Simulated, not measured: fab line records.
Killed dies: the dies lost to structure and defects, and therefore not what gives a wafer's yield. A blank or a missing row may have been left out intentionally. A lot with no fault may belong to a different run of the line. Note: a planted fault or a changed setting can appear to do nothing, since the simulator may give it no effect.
Chamber matching ; flow n5Finfet ; 3 sister chambers for N5_BEOL_M0_DEP_125 on pecvd-04
The step deposits SiCN from 3MS/NH3, target thk 8 nm, time 14 s. 14 wafers are shown with their chamber, then 7 later ones without.

WAFERS, EACH WITH ITS CHAMBER
wafer;chamber;throttleValvePct (%);showerheadPlenumPTorr (Torr);rfFwdPowerW (W)
L305.1;0;8.6;3.671;200.1
L305.3;2;8.8;3.669;200.1
L305.4;1;9.7;3.672;199.7
L312.1;1;10.0;3.663;200.5
L312.2;2;9.2;3.686;199.6
L312.6;1;10.0;3.669;199.2
L314.3;0;8.4;3.657;200.7
L314.5;1;9.8;3.664;201.6
L314.6;2;8.9;3.689;199.1
L321.2;0;8.7;3.660;201.2
L321.3;2;9.1;3.676;197.9
L321.5;0;8.8;3.674;201.1
L322.3;0;8.6;3.664;200.8
L322.4;2;8.8;3.684;199.9

SIGNATURES (averages over the wafers above)
reading;chamber 0;chamber 1;chamber 2;scatter within a chamber
throttleValvePct;8.620;9.875;8.960;0.162
showerheadPlenumPTorr;3.66520;3.66700;3.68080;0.00693
rfFwdPowerW;200.780;200.250;199.320;0.805
Rule: for each reading, subtract the chamber's mean from the wafer's reading, divide by that reading's scatter and square the result; add these up over the readings and take the root, which gives the wafer's distance from the chamber. If the next closest chamber is less than 2 further off than the closest, the wafer can't be placed; otherwise it belongs to the closest. The scatter: the root of (the sum of the squares of (reading less its chamber's mean) over the shown wafers, divided by (wafers less chambers)).

WAFERS WITHOUT THEIR CHAMBER
wafer;throttleValvePct (%);showerheadPlenumPTorr (Torr);rfFwdPowerW (W)
L322.6;8.6;3.664;201.1
L324.2;10.2;3.672;200.9
L324.5;8.8;3.671;199.8
L324.6;9.9;3.669;201.0
L328.1;8.8;3.689;201.4
L328.3;9.9;3.673;199.4
L328.4;8.7;3.661;200.2

CHAMBER TAKEN BY EACH
wafer;from the rows above;in truth
L322.6;0;0
L324.2;1;1
L324.5;can't be placed: 2 or 0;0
L324.6;1;1
L328.1;can't be placed: 2 or 0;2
L328.3;1;1
L328.4;0;0
5 of 7 placed correctly. Cannot be placed on the basis of these rows: 2; the candidates contain the true chamber in 2. Number placed wrongly: 0.
